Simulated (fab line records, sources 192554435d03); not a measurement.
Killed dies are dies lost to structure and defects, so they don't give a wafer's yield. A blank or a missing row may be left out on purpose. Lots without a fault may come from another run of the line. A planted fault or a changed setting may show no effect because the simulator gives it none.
One fault seen from 3 desks | flow n5_finfet | each desk has only its own numbers; what lay behind them comes last

THE TOOL OWNER'S DESK: arfi_scanner-01
The tool's own readings at N5_PMOS_HMC_CHANNEL_EPI_EXPOSE_06 (exposes mask PMOS HMC BLK, target cd 240 nm): means of the sampled wafers that have a number, for each lot that ran on this tool. A lot is out of limits, marked OUT, if its mean lies more than 4 standard deviations from the usual mean; the brackets give that distance.
Columns: A = exposure_dose_mJ_cm2 at N5_PMOS_HMC_CHANNEL_EPI_EXPOSE_06, usual 41.15
lot  | first seen here | A
L433 | day 3 23:16     | 41.49
L434 | day 4 05:12     | 40.57
This desk's finding: nothing out of limits on any of the 2 lots.

THE METROLOGY DESK
What the gauges read, lot by lot, whatever tool the lot ran on: means of the sampled wafers that have a number. A lot is out of limits, marked OUT, if its mean lies more than 4 standard deviations from the usual mean; the brackets give that distance. Of its 12 readings 7 are shown: those that lie furthest out on some lot.
Columns: A = cd_nm at N5_PMOS_HMC_CHANNEL_EPI_CD_MEAS_09, usual 237.4 nm; B = IOFF_N at N5_BEOL_M4_RC_MEAS_101, usual 0.15 nA/um; C = ION_P at N5_BEOL_M4_RC_MEAS_101, usual 462 uA/um; D = SS_N at N5_BEOL_M4_RC_MEAS_101, usual 71.5 mV/dec; E = SS_P at N5_BEOL_M4_RC_MEAS_101, usual 73.2 mV/dec; F = VT_N at N5_BEOL_M4_RC_MEAS_101, usual 250 mV; G = VT_P at N5_BEOL_M4_RC_MEAS_101, usual -250 mV
lot  | first seen here | A     | B    | C   | D    | E    | F   | G
L433 | day 3 23:23     | 237.3 | 0.13 | 461 | 71.4 | 72.9 | 253 | -251
L434 | day 4 05:19     | 234.8 | 0.15 | 456 | 71.5 | 73.0 | 249 | -251
L439 | day 5 11:33     | 236.3 | 0.20 | 474 | 72.1 | 73.7 | 245 | -245
L442 | day 6 05:38     | 236.9 | 0.17 | 469 | 72.0 | 73.7 | 250 | -250
L444 | day 6 18:26     | 236.5 | 0.13 | 466 | 70.0 | 72.2 | 252 | -250
This desk's finding: nothing out of limits on any of the 5 lots.

THE DEFECT DESK
What the inspections along the route counted, lot by lot: means of the sampled wafers that have a number. A lot is out of limits, marked OUT, if its mean lies more than 4 standard deviations from the usual mean; the brackets give that distance.
Columns: A = raw_defect_count at N5_WELL_APT_INSPECT_38, usual 12; B = raw_defect_count at N5_PMOS_HMC_CHANNEL_EPI_INSPECT_11, usual 1.9
lot  | first seen here | A  | B
L433 | day 3 22:57     | 13 | 3.0
L434 | day 4 05:01     | 8  | 3.7
L439 | day 5 11:07     | 12 | 2.3
L442 | day 6 05:12     | 8  | 1.3
L444 | day 6 17:59     | 13 | 2.0
This desk's finding: nothing out of limits on any of the 5 lots.

PUT TOGETHER
The tool owner's desk saw nothing out of limits.
The metrology desk saw nothing out of limits.
The defect desk saw nothing out of limits.

WHAT THE SIMULATOR HAD PUT IN
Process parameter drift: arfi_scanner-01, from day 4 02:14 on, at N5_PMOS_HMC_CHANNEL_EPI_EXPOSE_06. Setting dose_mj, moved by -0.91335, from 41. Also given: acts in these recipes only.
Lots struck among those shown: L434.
